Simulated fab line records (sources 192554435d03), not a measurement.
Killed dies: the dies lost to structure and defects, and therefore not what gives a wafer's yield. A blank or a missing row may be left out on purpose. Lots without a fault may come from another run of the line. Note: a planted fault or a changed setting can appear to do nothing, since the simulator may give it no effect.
Split-lot study | flow n5_finfet | route with 1938 steps; 7 lots, 21 wafers read

## SPLIT DETAILS
At N5_BEOL_M4_VIA_ETCH_34 (etches the open film in C4F6/O2, target depth 69.4 nm, time 65.9 s), the setting source_w was moved away from the recipe's 350 W on 8 of the 21 wafers read, by -15.4% to +13.2%. For the rest of the wafers, this setting stayed at what the recipe calls for.

The reading comes from the split's own step.

## THE READING
rf_vpp_V, in V, at N5_BEOL_M4_VIA_ETCH_34 (etches the open film in C4F6/O2, target depth 69.4 nm, time 65.9 s). Typical for fault-free wafers on this fab line: 655 V, with standard deviation 13 V.

wafer  | tool, chamber at the split | source_w as run, W | against the recipe | rf_vpp_V, V | against lot-mates on the recipe
L078.1 | rie_diel-04, 0             | 350                | recipe             | 669         | -
L078.2 | rie_diel-04, 3             | 350                | recipe             | 645         | -
L078.3 | rie_diel-04, 1             | 350                | recipe             | 663         | -
L081.1 | rie_diel-03, 2             | 350                | recipe             | 676         | -
L081.3 | rie_diel-03, 3             | 350                | recipe             | 656         | -
L081.6 | rie_diel-03, 0             | 395.9              | +13.1%             | 605         | -61
L089.3 | rie_diel-04, 2             | 296.5              | -15.3%             | 720         | +56
L089.5 | rie_diel-04, 1             | 350                | recipe             | 664         | -
L089.6 | rie_diel-04, 2             | 296.5              | -15.3%             | 721         | +57
L090.1 | rie_diel-01, 0             | 350                | recipe             | 670         | -
L090.5 | rie_diel-01, 3             | 350                | recipe             | 658         | -
L090.6 | rie_diel-01, 2             | 350                | recipe             | 649         | -
L094.1 | rie_diel-03, 3             | 296.2              | -15.4%             | 710         | +84
L094.2 | rie_diel-03, 1             | 350                | recipe             | 626         | -
L094.5 | rie_diel-03, 1             | 296.2              | -15.4%             | 680         | +54
L096.1 | rie_diel-01, 3             | 396.2              | +13.2%             | 619         | -33
L096.2 | rie_diel-01, 2             | 396.2              | +13.2%             | 611         | -41
L096.4 | rie_diel-01, 1             | 350                | recipe             | 652         | -
L097.1 | rie_diel-04, 1             | 333                | -4.9%              | 680         | +14
L097.2 | rie_diel-04, 0             | 350                | recipe             | 668         | -
L097.3 | rie_diel-04, 2             | 350                | recipe             | 665         | -

FIT RESULTS
A straight line over all 21 wafers: rf_vpp_V changes by -3.36 V for each +1% of source_w; r = -0.91; the points scatter about the line by 13 V.
The same after taking each lot's own level away (the mean of its wafers on the recipe; 21 wafers): -3.81 V for each +1%; r = -0.96; scatter 10 V.
The reading moves by 59 V for the largest change in source_w, on that fit.
The span of the lots' own levels, 626.0 to 666.5 V, comes to 3.1 times the standard deviation stated above.
So the lot-to-lot level changes the slope: the two fits differ.
Check: for one of the wafers moved furthest among these (-15.4%), held out of the fit, the line's prediction against its lot-mates is +54.5 V. Against them it came out at +84 V.
Tool readings at the split's step, against how far the setting was moved: rf_vpp_V r = -0.91.

## OTHER SPLITS APPLIED TO THESE WAFERS
These wafers also went through other splits before the reading. Each is held against what the fit with the lots' levels taken away leaves over:
other split on the same wafers            | wafers away from the commonest value | r with rf_vpp_V (lot level and that fit taken away)
N5_MOL_CONTACT_COAG_VIA_ETCH_46 bias_w    | 6                                    | +0.13
N5_BEOL_M0_ETCH_138 source_w              | 11                                   | -0.22
N5_BEOL_M0_TRENCH_ETCH_107 target_depth_a | 5                                    | -0.31
N5_BEOL_M1_ALD_98 ald_cycles              | 9                                    | +0.11
N5_BEOL_M3_VIA_ETCH_34 time_s             | 8                                    | +0.23
N5_BEOL_M4_DESCUM_33 time_s               | 10                                   | -0.11

## THE FILE'S OWN FIT
rf_vpp_V changes by -3.9 V for each +1% of source_w, r = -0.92.
